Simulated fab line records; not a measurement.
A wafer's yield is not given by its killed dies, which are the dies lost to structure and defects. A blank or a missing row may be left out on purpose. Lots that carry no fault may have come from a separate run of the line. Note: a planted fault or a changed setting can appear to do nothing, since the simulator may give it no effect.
fab line records    flow n5-finfet
record: lots: 7  wafers: 21
route steps=1938 shown DUMMY_GATE@224 SD_EPI_N@263 ILD0@338 HKMG_FIN@402 GATE_CUT@466
start-h: hours from the record's opening day to when the first of the lot's shown wafers began    wait-h: how many hours have passed since the lot's step before this one    " same as the row above    L1.1+2: a single row standing in for several wafers    - value missing, or start not given    * or withheld: withheld    < > ~ a bound
route shown NAME@n: names a module that has steps shown in the file, with the first one's number in the route    usual: mean/standard deviation of fault-free wafers    same: alike in all rows    chamber/n: place in a boat    sites: each site's reading    _std_site: how widely they spread, as a standard deviation    _edge_site: the outer-site mean with the inner-site mean subtracted    radius-mm: for every site, how far away it sits from the centre of the wafer    mask NAME#n: copy n    behind: the tool/chamber that last shaped the wafer    hold: cause of the lot's hold/its duration in hours/its outcome    device: whichever transistor did not switch (one of n, p or np)    end of line: at the end of the route, the tests of the same wafers    a step without rows: its recipe alone    killed: count of dies lost to structure and defects at first sort (not the wafer's yield)    map: the dies of a wafer, with x for killed, . for not killed, _ for no die there
set.NAME: setting as actually run; set.NAME@STEP: the setting as run at that earlier step    model.NAME: the simulator's own value behind a step, which no gauge read
lots whose settings were changed on purpose; a table a step, a row a wafer
== steps ==
step: N5_DUMMY_GATE_COAT_28
recipe: resist: underlayer  temp-c: 205  time-s: 60  spin-rpm: 1500  resist-thk-nm: 10
lot.wafer   tool            chamber  start-h  wait-h  set.spin-rpm  model.underlayer_of_DUMMY_GATE_COAT_28.thk-nm
L079.3+4    litho-track-04  0        -        -       1333          10.6
L079.6      "               0        "        "       1500          10
L085.1+4    litho-track-05  0        -        -       1500          10
L085.5      "               0        "        "       1632          9.6
L087.2+3+5  litho-track-05  0        -        -       1500          10
L089.3      litho-track-03  0        -        -       1500          10
L089.5+6    "               0        "        "       1604          9.6
L090.2+5    litho-track-05  0        -        -       1500          10
L090.6      "               0        "        "       1545          9.8
L094.1+4    litho-track-04  0        -        -       1583          9.8
L094.6      "               0        "        "       1500          10
L097.2+3    litho-track-04  0        -        -       1500          10
L097.6      "               0        "        "       1608          9.6
step: N5_DUMMY_GATE_COAT_09
recipe: resist: CAR-EUV  spin-rpm: 1500  resist-thk-nm: 30
step: N5_DUMMY_GATE_EBR_11
recipe: solvent: PGMEA  ebr-width-mm: 1.5
step: N5_DUMMY_GATE_ETCH_29
recipe: chemistry: N2/H2  target: underlayer  target-depth-a: 130  ion-energy-ev: 200  pressure-mtorr: 30  source-w: 840  bias-w: 150  n2-flow-sccm: 200  h2-flow-sccm: 200
step: N5_DUMMY_GATE_ETCH_36
recipe: chemistry: CF4  target: SiARC  target-depth-a: 130  pressure-mtorr: 40  source-w: 545  bias-w: 36  Ar_flow_sccm: 100  cf4-flow-sccm: 100  ion-energy-ev: 80
step: N5_DUMMY_GATE_ETCH_37
recipe: chemistry: N2/H2  target: SOC  target-depth-a: 600  overetch-a: 300  temp-c: 40  ion-energy-ev: 200  pressure-mtorr: 30  source-w: 840  bias-w: 150  n2-flow-sccm: 200  h2-flow-sccm: 200
lot.wafer  tool         chamber  start-h  wait-h  set.spin-rpm@DUMMY_GATE_COAT_34  model.etch.depth-nm
L079.3     rie-diel-01  1        76.60    0.0     1500                             60.38
L079.4     "            2        "        "       1500                             60.43
L079.6     "            3        "        "       1646                             57.34
L085.1     rie-diel-01  2        114.03   0.0     1500                             60.25
L085.4     "            3        "        "       1500                             60.12
L085.5     "            0        "        "       1500                             60.16
L087.2     rie-diel-01  1        124.87   0.0     1500                             60.09
L087.3+5   "            0        "        "       1500                             60.19
L089.3     rie-diel-02  2        138.52   0.0     1500                             59.91
L089.5     "            2        "        "       1500                             59.84
L089.6     "            1        "        "       1500                             59.81
L090.2     rie-diel-06  3        142.72   0.0     1500                             60.25
L090.5     "            3        "        "       1419                             61.87
L090.6     "            2        "        "       1419                             61.85
L094.1     rie-diel-06  1        165.73   0.0     1500                             60.13
L094.4     "            3        "        "       1500                             60.16
L094.6     "            2        "        "       1425                             61.8
L097.2     rie-diel-01  1        184.14   0.0     1500                             60
L097.3     "            2        "        "       1599                             58.03
L097.6     "            2        "        "       1599                             57.94
step: N5_DUMMY_GATE_STRIP_38
recipe: chemistry: N2/H2  temp-c: 40  n2-flow-sccm: 200  h2-flow-sccm: 200  rf-frequency-hz: 6e+07
step: N5_DUMMY_GATE_STRIP_39
recipe: chemistry: N2/H2  temp-c: 40  n2-flow-sccm: 200  h2-flow-sccm: 200  rf-frequency-hz: 6e+07
step: N5_DUMMY_GATE_STRIP_40
recipe: chemistry: CF4  resist: SiARC  power-w: 300  bias-power-w: 75  pressure-mtorr: 50  cf4-flow-sccm: 150  rf-frequency-hz: 6e+07
step: N5_DUMMY_GATE_ETCH_31
recipe: chemistry: C4F6/O2  target: SiO2  mask-material: SOC  target-depth-a: 825  time-s: 27.5  ion-energy-ev: 250  pressure-mtorr: 30  source-w: 345  bias-w: 185  Ar_flow_sccm: 300  C4F6_flow_sccm: 10  O2_flow_sccm: 10
lot.wafer   tool         chamber  start-h  wait-h  set.spin-rpm@DUMMY_GATE_COAT_34  model.SOC_of_DUMMY_GATE_COAT_34.thk-nm
L079.3+4    rie-diel-01  2,3      76.88    0.0     1500                             52.2
L079.6      "            3        "        "       1646                             49.2
L085.1      rie-diel-01  2        114.31   0.0     1500                             52
L085.4+5    "            3        "        "       1500                             51.8
L087.2+3+5  rie-diel-01  3,0,3    125.15   0.0     1500                             52
L089.3      rie-diel-02  2        138.80   0.0     1500                             51.8
L089.5      "            3        "        "       1500                             51.4
L089.6      "            2        "        "       1500                             51.6
L090.2      rie-diel-06  1        143.00   0.0     1500                             52
L090.5+6    "            3,2      "        "       1419                             53.6
L094.1+4    rie-diel-06  3        166.01   0.0     1500                             52
L094.6      "            1        "        "       1425                             53.6
L097.2      rie-diel-02  0        184.41   0.0     1500                             51.6
L097.3      "            2        "        "       1599                             49.8
L097.6      "            0        "        "       1599                             49.6
step: N5_SD_EPI_N_COAT_33
recipe: resist: SiARC  temp-c: 220  time-s: 60  spin-rpm: 1500  resist-thk-nm: 35
lot.wafer   tool            chamber  start-h  wait-h  set.spin-rpm  model.SiARC_of_SD_EPI_N_COAT_33.thk-nm
L079.3      litho-track-04  0        -        -       1659          33.2
L079.4+6    "               0        "        "       1500          35
L085.1+4+5  litho-track-04  0        -        -       1500          35
L087.2+3    litho-track-02  0        -        -       1500          35.2
L087.5      "               0        "        "       1500          35
L089.3+6    litho-track-02  0        -        -       1500          35
L089.5      "               0        "        "       1623          33.6
L090.2      litho-track-04  0        -        -       1500          35
L090.5+6    "               0        "        "       1585          34
L094.1+4+6  litho-track-04  0        -        -       1500          35
L097.2+6    litho-track-04  0        -        -       1500          35
L097.3      "               0        "        "       1500          35.2
step: N5_SD_EPI_N_COAT_03
recipe: resist: CAR-ArF-block  spin-rpm: 1500  resist-thk-nm: 150
step: N5_SD_EPI_N_EBR_05
recipe: solvent: PGMEA  ebr-width-mm: 1.5
step: N5_SD_EPI_N_DESCUM_14
recipe: chemistry: O2  time-s: 7.9  source-power-w: 50  bias-power-w: 20  pressure-mtorr: 20  rf-frequency-hz: 2.712e+07  temp-c: 40  resist: CAR-ArF-block  o2-flow-sccm: 225
step: N5_SD_EPI_N_ETCH_34
recipe: chemistry: CF4  target: SiARC  target-depth-a: 455  mask-material: CAR-ArF-block  time-s: 75.8  ion-energy-ev: 80  pressure-mtorr: 40  source-w: 545  bias-w: 36  Ar_flow_sccm: 100  cf4-flow-sccm: 100  ends: cleared
usual: etch-rf-on-time-s: 76.4/1.2
lot.wafer  tool         chamber  start-h  wait-h  set.spin-rpm@SD_EPI_N_COAT_33  etch-rf-on-time-s  model.etch.depth-nm  model.CAR-ArF-block_of_SD_EPI_N_COAT_03.thk-nm
L079.3     rie-diel-05  2        78.65    0.0     1659                           71.2               33.26                114.2
L079.4     "            3        "        "       1500                           76.7               34.94                112.2
L079.6     "            3        "        "       1500                           77.2               35                   112.2
L085.1     rie-diel-03  0        116.22   0.0     1500                           74.5               35.06                111.6
L085.4     "            3        "        "       1500                           74.4               34.95                111.6
L085.5     "            2        "        "       1500                           76.2               34.91                111.4
L087.2     rie-diel-05  1        127.02   0.0     1500                           78.2               35.12                111.2
L087.3     "            0        "        "       1500                           76.6               35.24                111.2
L087.5     "            1        "        "       1500                           78.1               35.1                 111.2
L089.3     rie-diel-04  2        140.61   0.0     1500                           77.6               35.01                111.4
L089.5     "            1        "        "       1623                           72.6               33.65                112.6
L089.6     "            2        "        "       1500                           77.5               35.04                111.2
L090.2     rie-diel-04  2        145.00   0.0     1500                           77.7               34.99                110.6
L090.5     "            0        "        "       1585                           73.8               34.09                111.2
L090.6     "            1        "        "       1585                           73.4               34.04                111.4
L094.1     rie-diel-03  3        168.23   0.0     1500                           75.3               34.94                111.4
L094.4     "            3        "        "       1500                           75.2               34.98                111.2
L094.6     "            0        "        "       1500                           75.3               35.02                111.4
L097.2     rie-diel-05  2        186.74   0.0     1500                           74.4               35.04                110.4
L097.3     "            0        "        "       1500                           76.2               35.2                 111
L097.6     "            3        "        "       1500                           76.3               35.09                111.4
step: N5_SD_EPI_N_ETCH_35
recipe: chemistry: N2/H2  target: SOC  overetch-a: 1080  mask-material: SiARC  temp-c: 40  ion-energy-ev: 100  source-w: 3000  bias-w: 133  pressure-mtorr: 20  time-s: 486  n2-flow-sccm: 200  h2-flow-sccm: 200
lot.wafer  tool         chamber  start-h  wait-h  set.spin-rpm@SD_EPI_N_COAT_33  model.SiARC_of_SD_EPI_N_COAT_33.thk-nm
L079.3     rie-diel-05  2        78.71    0.0     1659                           18
L079.4+6   "            3        "        "       1500                           20
L085.1+4   rie-diel-03  0,3      116.28   0.0     1500                           19.6
L085.5     "            2        "        "       1500                           19.8
L087.2     rie-diel-05  1        127.07   0.0     1500                           20.4
L087.3     "            0        "        "       1500                           20
L087.5     "            1        "        "       1500                           20.2
L089.3+6   rie-diel-04  2        140.67   0.0     1500                           20.2
L089.5     "            1        "        "       1623                           18.6
L090.2     rie-diel-04  2        145.05   0.0     1500                           20.2
L090.5     "            0        "        "       1585                           18.8
L090.6     "            1        "        "       1585                           18.6
L094.1     rie-diel-03  3        168.29   0.0     1500                           19.6
L094.4+6   "            3,0      "        "       1500                           19.8
L097.2     rie-diel-05  2        186.80   0.0     1500                           19.4
L097.3     "            0        "        "       1500                           19.8
L097.6     "            3        "        "       1500                           20
step: N5_SD_EPI_N_STRIP_36
recipe: chemistry: N2/H2  temp-c: 40  n2-flow-sccm: 200  h2-flow-sccm: 200  rf-frequency-hz: 6e+07
step: N5_SD_EPI_N_ETCHBACK_44
recipe: chemistry: CH3F/O2  mode: anisotropic-etchback  target: SiNx  target-depth-a: 145  stop-on: SiO2  over-etch-frac: 0.3  ion-energy-ev: 120  pressure-mtorr: 30  source-w: 395  bias-w: 73  Ar_flow_sccm: 150  CH3F_flow_sccm: 30  O2_flow_sccm: 20
lot.wafer  tool         chamber  start-h  wait-h  set.spin-rpm@SD_EPI_N_COAT_33  model.SiARC_of_SD_EPI_N_COAT_33.thk-nm
L079.3     rie-diel-05  2        79.03    0.0     1659                           14.2
L079.4+6   "            3        "        "       1500                           16.4
L085.1+4   rie-diel-03  0,3      116.60   0.0     1500                           15.8
L085.5     "            2        "        "       1500                           16
L087.2+5   rie-diel-05  1        127.40   0.0     1500                           16.6
L087.3     "            0        "        "       1500                           16.2
L089.3+6   rie-diel-04  2        140.99   0.0     1500                           16.6
L089.5     "            1        "        "       1623                           14.8
L090.2     rie-diel-04  2        145.38   0.0     1500                           16.6
L090.5     "            0        "        "       1585                           15.2
L090.6     "            1        "        "       1585                           15
L094.1     rie-diel-03  3        168.61   0.0     1500                           15.8
L094.4+6   "            3,0      "        "       1500                           16
L097.2     rie-diel-05  2        187.12   0.0     1500                           15.6
L097.3     "            0        "        "       1500                           16
L097.6     "            3        "        "       1500                           16.2
step: N5_SD_EPI_N_ETCH_45
recipe: chemistry: CH3F/O2  target: SiOCN  target-depth-a: 60  mask-material: SOC  ion-energy-ev: 60  bias-w: 29  pressure-mtorr: 15  source-w: 410  Ar_flow_sccm: 150  CH3F_flow_sccm: 30  O2_flow_sccm: 20
step: N5_SD_EPI_N_ETCH_16
recipe: chemistry: CHF3/O2  target: SiO2  target-depth-a: 50  mask-material: SOC  pressure-mtorr: 30  source-w: 650  bias-w: 170  Ar_flow_sccm: 200  CHF3_flow_sccm: 50  O2_flow_sccm: 5  ion-energy-ev: 200
lot.wafer  tool         chamber  start-h  wait-h  set.spin-rpm@SD_EPI_N_COAT_33  model.SiARC_of_SD_EPI_N_COAT_33.thk-nm
L079.3     rie-diel-05  2        79.23    0.1     1659                           10.8
L079.4+6   "            3        "        "       1500                           12.8
L085.1+4   rie-diel-03  0,3      116.80   0.1     1500                           12.2
L085.5     "            2        "        "       1500                           12.6
L087.2     rie-diel-05  1        127.60   0.1     1500                           13.2
L087.3     "            0        "        "       1500                           12.6
L087.5     "            1        "        "       1500                           13
L089.3+6   rie-diel-04  2        141.19   0.1     1500                           13
L089.5     "            1        "        "       1623                           11.2
L090.2     rie-diel-04  2        145.58   0.1     1500                           13
L090.5     "            0        "        "       1585                           11.6
L090.6     "            1        "        "       1585                           11.4
L094.1+4   rie-diel-03  3        168.81   0.1     1500                           12.2
L094.6     "            0        "        "       1500                           12.4
L097.2     rie-diel-05  2        187.32   0.1     1500                           12.2
L097.3     "            0        "        "       1500                           12.4
L097.6     "            3        "        "       1500                           12.6
step: N5_ILD0_CMP_03
recipe: stop-on: SiNx  t-overpolish-s: 1.9  post-cmp-clean: alkaline-brush  down-force-psi: 4.1491  platen-rpm: 51.796  pad-velocity-m-s: 1.0306  target-thk-nm: 197.38
usual: time-to-endpoint-s: 70/3.3
lot.wafer  tool    chamber  start-h  wait-h  set.down-force-psi  time-to-endpoint-s
L079.4     cmp-04  2        90.69    0.1     3.659               79
L079.3     "       3        "        "       4.1491              66
L079.6     "       1        "        "       4.1491              67
L085.1     cmp-01  0        128.81   0.1     3.313               91
L085.4     "       2        "        "       3.313               92
L085.5     "       0        "        "       3.313               91
L087.3     cmp-01  1        138.36   0.0     4.1491              71
L087.2     "       0        "        "       4.1491              72
L087.5     "       1        "        "       4.1491              70
L089.3     cmp-01  2        152.32   0.1     3.702               81
L089.6     "       0        "        "       4.1491              70
L089.5     "       1        "        "       4.1491              71
L090.2     cmp-01  2        156.62   0.2     4.1491              69
L090.6     "       3        "        "       4.1491              69
L090.5     "       0        "        "       4.1491              71
L094.1     cmp-04  1        179.93   0.1     4.1491              77
L094.4     "       2        "        "       4.715               66
L094.6     "       1        "        "       4.715               68
L097.3     cmp-03  3        198.18   0.0     4.1491              66
L097.2     "       1        "        "       4.1491              64
L097.6     "       3        "        "       4.1491              67
step: N5_ILD0_PRECLEAN_10
recipe: chemistry: NF3:NH3  afs-cycles: 5  time-s: 20  temp-c: 30  sublimation-temp-c: 180  sublimation-time-s: 60  pressure-torr: 3  rf-power-w: 30
lot.wafer  tool              chamber  start-h  wait-h  set.time-s  model.SiO2_flowable_of_ILD0_FCVD_FILL_01.thk-nm
L079.3     remote-plasma-01  1        91.49    0.3     20          120.4
L079.4     "                 1        "        "       21.92       117.8
L079.6     "                 1        "        "       20          120.6
L085.1     remote-plasma-01  0        129.61   0.0     20          121.6
L085.4     "                 0        "        "       23.17       117.4
L085.5     "                 0        "        "       23.17       118.2
L087.2     remote-plasma-02  0        139.13   0.1     20          119.2
L087.3     "                 0        "        "       20          119.4
L087.5     "                 0        "        "       20          119.6
L089.3     remote-plasma-01  1        153.13   0.3     15.82       123.2
L089.5     "                 1        "        "       15.82       123
L089.6     "                 1        "        "       20          119.4
L090.2     remote-plasma-02  1        157.27   0.1     21.4        119.2
L090.5     "                 1        "        "       20          120.2
L090.6     "                 1        "        "       21.4        118
L094.1     remote-plasma-01  0        180.55   0.0     20          119
L094.4+6   "                 0        "        "       20          119.6
L097.2     remote-plasma-01  0        199.05   0.1     20          120
L097.3+6   "                 0        "        "       20          120.2
step: N5_HKMG_FIN_ETCH_54
recipe: chemistry: CF4  target: SiARC  target-depth-a: 455  mask-material: CAR-ArF  time-s: 75.8  ion-energy-ev: 80  pressure-mtorr: 40  source-w: 545  bias-w: 36  Ar_flow_sccm: 100  cf4-flow-sccm: 100  ends: cleared
usual: rf-vpp-V: 184.0/1
lot.wafer  tool         chamber  start-h  wait-h  set.source-w  rf-vpp-V
L079.3     rie-diel-05  1        101.53   0.0     545           184.4
L079.4     "            0        "        "       545           183.9
L079.6     "            0        "        "       545           185.0
L085.1     rie-diel-04  0        139.14   0.0     545           183.2
L085.4     "            0        "        "       545           184.4
L085.5     "            1        "        "       545           183.9
L087.2     rie-diel-05  0        148.99   0.0     545           184.2
L087.3     "            1        "        "       545           184.1
L087.5     "            1        "        "       545           182.9
L089.3     rie-diel-05  3        162.20   0.0     545           185.4
L089.5     "            3        "        "       545           183.9
L089.6     "            2        "        "       545           185.7
L090.2     rie-diel-03  3        166.78   0.0     545           184.3
L090.5     "            0        "        "       545           185.0
L090.6     "            2        "        "       597.1         178.9
L094.1     rie-diel-05  2        191.48   0.0     545           183.2
L094.4     "            3        "        "       500           190.3
L094.6     "            2        "        "       545           181.6
L097.2     rie-diel-03  1        208.41   0.0     545           183.9
L097.3     "            0        "        "       545           184.6
L097.6     "            2        "        "       597.9         177.4
step: N5_HKMG_FIN_ETCH_58
recipe: chemistry: N2/H2  target: SOC  target-depth-a: 2158  ion-energy-ev: 50  bias-w: 13  time-s: 741  pressure-mtorr: 30  source-w: 875  n2-flow-sccm: 200  h2-flow-sccm: 200
usual: rf-vpp-V: 99.1/0.9
lot.wafer  tool         chamber  start-h  wait-h  set.source-w  rf-vpp-V  model.SOC_of_HKMG_FIN_COAT_41.thk-nm  model.etch.depth-nm  model.HKMG_FIN.feature-depth-nm
L079.3     rie-diel-05  1        101.79   0.0     827.7         100.6     99.8                                  200.5                200.4
L079.4     "            0        "        "       827.7         102.6     95.4                                  204.8                204.8
L079.6     "            0        "        "       875           99.0      82.2                                  217.1                217.2
L085.1     rie-diel-04  0        139.41   0.0     875           99.7      86.2                                  214.3                214.4
L085.4     "            0        "        "       875           98.9      86.6                                  213.9                214
L085.5     "            1        "        "       875           98.3      86.2                                  214.7                214.8
L087.2     rie-diel-05  0        149.25   0.0     875           99.1      83.4                                  216.2                216.2
L087.3     "            1        "        "       875           98.9      91                                    208.6                208.6
L087.5     "            1        "        "       875           99.3      90.2                                  209.4                209.4
L089.3     rie-diel-05  3        162.47   0.0     875           99.9      86.4                                  213.1                213.2
L089.5     "            3        "        "       750.7         104.0     110.6                                 189.2                189.2
L089.6     "            2        "        "       875           98.3      80                                    219.8                219.8
L090.2     rie-diel-03  3        167.04   0.0     875           99.2      85.8                                  215.9                216
L090.5     "            0        "        "       875           101.5     84.4                                  216.8                216.8
L090.6     "            2        "        "       875           98.2      89.8                                  211                  211
L094.1     rie-diel-05  2        191.88   0.0     875           99.4      84.2                                  219.1                219
L094.4     "            3        "        "       724.4         107.1     121.8                                 180.4                180.4
L094.6     "            2        "        "       724.4         105.8     115.4                                 187.3                187.4
L097.2     rie-diel-03  1        208.68   0.0     875           99.5      84.2                                  217.2                217.2
L097.3     "            0        "        "       875           97.3      81.6                                  219.4                219.4
L097.6     "            2        "        "       875           99.5      87.8                                  213.6                213.6
step: N5_GATE_CUT_ETCH_56
recipe: chemistry: Cl2/Ar  target: TiN  target-depth-a: 216  pressure-mtorr: 10  icp-w: 600  bias-w: 60  Cl2_flow_sccm: 40  Ar_flow_sccm: 60
lot.wafer  tool          chamber  start-h  wait-h  set.icp-w  model.etch.depth-nm
L079.3     rie-metal-01  1        109.33   0.1     600        21.82
L079.4     "             0        "        "       685.3      24.04
L079.6     "             0        "        "       600        21.49
L085.1     rie-metal-02  1        147.12   0.1     661.6      23.47
L085.4     "             0        "        "       661.6      23.7
L085.5     "             0        "        "       600        21.92
L087.2     rie-metal-02  0        157.01   0.1     600        21.87
L087.3     "             0        "        "       600        21.56
L087.5     "             0        "        "       600        21.91
L089.3     rie-metal-02  0        170.20   0.1     503.3      18.5
L089.5     "             1        "        "       503.3      18.32
L089.6     "             0        "        "       503.3      18.78
L090.2     rie-metal-03  1        175.25   0.1     535.1      19.75
L090.5     "             1        "        "       600        21.9
L090.6     "             0        "        "       535.1      20.07
L094.1     rie-metal-01  1        199.82   0.1     600        21.6
L094.4     "             0        "        "       600        21.45
L094.6     "             0        "        "       600        21.44
L097.2+6   rie-metal-03  1        216.57   0.2     600        21.99
L097.3     "             1        "        "       600        22
== key ==
split: step: N5_DUMMY_GATE_COAT_28  setting: spin-rpm  stated: 1500  by: wafer
response: step: N5_DUMMY_GATE_COAT_28  reading: model.underlayer_of_DUMMY_GATE_COAT_28.thk-nm  change: -0.0515  per: 1%  r: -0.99
split: step: N5_SD_EPI_N_COAT_33  setting: spin-rpm  stated: 1500  by: wafer
response: step: N5_SD_EPI_N_COAT_33  reading: model.SiARC_of_SD_EPI_N_COAT_33.thk-nm  change: -0.171  per: 1%  r: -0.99
response: step: N5_SD_EPI_N_ETCH_34  reading: etch-rf-on-time-s  change: *  per: 1%  r: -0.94
response: step: N5_SD_EPI_N_ETCH_34  reading: model.etch.depth-nm  change: -0.163  per: 1%  r: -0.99
response: step: N5_SD_EPI_N_ETCH_34  reading: model.CAR-ArF-block_of_SD_EPI_N_COAT_03.thk-nm  change: +0.169  per: 1%  r: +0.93
response: step: N5_SD_EPI_N_ETCH_35  reading: model.SiARC_of_SD_EPI_N_COAT_33.thk-nm  change: -0.202  per: 1%  r: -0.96
response: step: N5_SD_EPI_N_ETCHBACK_44  reading: model.SiARC_of_SD_EPI_N_COAT_33.thk-nm  change: -0.22  per: 1%  r: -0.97
response: step: N5_SD_EPI_N_ETCH_16  reading: model.SiARC_of_SD_EPI_N_COAT_33.thk-nm  change: -0.21  per: 1%  r: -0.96
split: step: N5_ILD0_CMP_03  setting: down-force-psi  stated: 4.1491  by: wafer
response: step: N5_ILD0_CMP_03  reading: time-to-endpoint-s  change: *  per: 1%  r: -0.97
split: step: N5_ILD0_PRECLEAN_10  setting: time-s  stated: 20  by: wafer
response: step: N5_ILD0_PRECLEAN_10  reading: model.SiO2_flowable_of_ILD0_FCVD_FILL_01.thk-nm  change: -0.211  per: 1%  r: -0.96
split: step: N5_HKMG_FIN_ETCH_54  setting: source-w  stated: 545  by: wafer
response: step: N5_HKMG_FIN_ETCH_54  reading: rf-vpp-V  change: -0.735  per: 1%  r: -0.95
split: step: N5_HKMG_FIN_ETCH_58  setting: source-w  stated: 875  by: wafer
response: step: N5_HKMG_FIN_ETCH_58  reading: rf-vpp-V  change: -0.393  per: 1%  r: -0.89
response: step: N5_HKMG_FIN_ETCH_58  reading: model.SOC_of_HKMG_FIN_COAT_41.thk-nm  change: -2.02  per: 1%  r: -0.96
response: step: N5_HKMG_FIN_ETCH_58  reading: model.etch.depth-nm  change: +2.03  per: 1%  r: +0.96
response: step: N5_HKMG_FIN_ETCH_58  reading: model.HKMG_FIN.feature-depth-nm  change: +2.03  per: 1%  r: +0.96
split: step: N5_GATE_CUT_ETCH_56  setting: icp-w  stated: 600  by: wafer
response: step: N5_GATE_CUT_ETCH_56  reading: model.etch.depth-nm  change: +0.171  per: 1%  r: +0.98
split outside-this-file step=N5_DUMMY_GATE_COAT_34 setting=spin-rpm
split outside-this-file: this setting was split too, and the file shows its column; the key of that split is in another file
